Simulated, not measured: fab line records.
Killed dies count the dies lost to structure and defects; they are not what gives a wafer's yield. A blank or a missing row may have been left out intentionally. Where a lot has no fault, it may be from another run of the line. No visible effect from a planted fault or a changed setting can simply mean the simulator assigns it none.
Chamber matching	flow nand harc	NHARC_A_STAIRCASE_DEP_325 on pecvd-02 has 3 sister chambers
The step deposits SiO2, target thk 7200 nm. 3 wafers are shown with their chamber, then 9 later ones without.

WAFERS WITH THEIR CHAMBER
wafer	chamber	heater power outer w (W)
L088.1	2	463
L088.2	1	355
L088.3	0	308

WAFERS WHOSE CHAMBER IS MISSING
wafer	heater power outer w (W)
L095.3	390
L095.4	377
L095.5	294
L096.1	399
L096.4	294
L096.5	288
L097.1	378
L097.2	332
L097.3	433

WHICH CHAMBER EACH WENT THROUGH
wafer	from the rows above	in truth
L095.3	can't be placed: 1 or 2 or 0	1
L095.4	can't be placed: 1 or 0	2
L095.5	can't be placed: 0 or 1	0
L096.1	can't be placed: 1 or 2 or 0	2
L096.4	can't be placed: 0 or 1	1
L096.5	can't be placed: 0 or 1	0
L097.1	can't be placed: 1 or 0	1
L097.2	can't be placed: 1 or 0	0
L097.3	can't be placed: 2 or 1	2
Correctly placed: 0 of 9. Unplaceable from these rows: 9, with the true chamber sitting among the candidates in 8. 0 placed wrongly.
How it was worked out, from the rows above alone: a wafer's distance from a chamber is the root of the sum, over the readings, of the square of ((its reading less the chamber's mean) divided by the reading's scatter). The wafer belongs to the nearest chamber; if the next one is less than 2 further off, it can't be placed. For every chamber, the mean is computed from those of its wafers that are shown. The scatter: with one shown wafer a chamber, the root of the mean of the squares of how far each hidden wafer lies from its nearest shown one.
